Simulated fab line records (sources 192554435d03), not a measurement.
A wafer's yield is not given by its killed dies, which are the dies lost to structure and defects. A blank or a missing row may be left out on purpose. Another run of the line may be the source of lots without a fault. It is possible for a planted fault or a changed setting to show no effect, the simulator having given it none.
Chamber matching    flow n5 finfet    N5_FIN_CUT_DESCUM_13 on rie diel-02: 4 sister chambers
The step chemistry O2, time 7 s. 14 wafers are shown with their chamber, then 7 later ones without.

WAFERS PAIRED WITH THEIR CHAMBERS
wafer   chamber  showerhead plenum p Torr (Torr)  throttle valve pct (%)  oes product au (a.u.)
L074.2  1        2.09                             20.88                   0.74
L074.3  0        1.95                             20.68                   0.79
L074.4  2        2.04                             20.36                   0.92
L076.2  2        2.04                             20.37                   0.92
L076.3  1        2.09                             20.89                   0.75
L076.6  3        2.15                             20.42                   0.68
L077.3  0        1.95                             20.68                   0.78
L077.5  3        2.15                             20.42                   0.68
L077.6  2        2.04                             20.36                   0.90
L081.1  3        2.15                             20.45                   0.69
L081.3  1        2.08                             20.90                   0.74
L081.6  0        1.95                             20.69                   0.78
L082.1  2        2.04                             20.39                   0.89
L082.3  0        1.95                             20.68                   0.78

SIGNATURES, as means of the wafers listed above
reading                   chamber 0  chamber 1  chamber 2  chamber 3  scatter within a chamber
showerhead plenum p Torr  1.9500     2.0867     2.0400     2.1500     0.00258
throttle valve pct        20.6825    20.8900    20.3700    20.4300    0.0121
oes product au            0.7825     0.7433     0.9075     0.6833     0.0094
Rule: a wafer lies at a distance from a chamber equal to the root of the sum of squares, over the readings, of (its reading less the chamber's mean, divided by the reading's scatter). The wafer belongs to the nearest chamber; if the next one is less than 2 further off, it can't be placed. The scatter: take each reading less its chamber's mean, square it, sum over the shown wafers, divide by the number of wafers less the number of chambers, and take the root.

WAFERS WITH NO CHAMBER GIVEN
wafer   showerhead plenum p Torr (Torr)  throttle valve pct (%)  oes product au (a.u.)
L082.4  2.14                             20.43                   0.70
L089.1  2.03                             20.40                   0.88
L089.2  2.08                             20.93                   0.73
L089.3  1.94                             20.72                   0.76
L096.4  2.08                             20.96                   0.71
L096.5  1.94                             20.75                   0.75
L096.6  2.03                             20.40                   0.86

WHICH CHAMBER EACH WENT THROUGH
wafer   from the rows above  in truth
L082.4  3                    3
L089.1  2                    2
L089.2  1                    1
L089.3  0                    0
L096.4  1                    1
L096.5  0                    0
L096.6  2                    2
Placed correctly: 7 of 7. Can't be placed from these rows: 0. 0 placed wrongly.
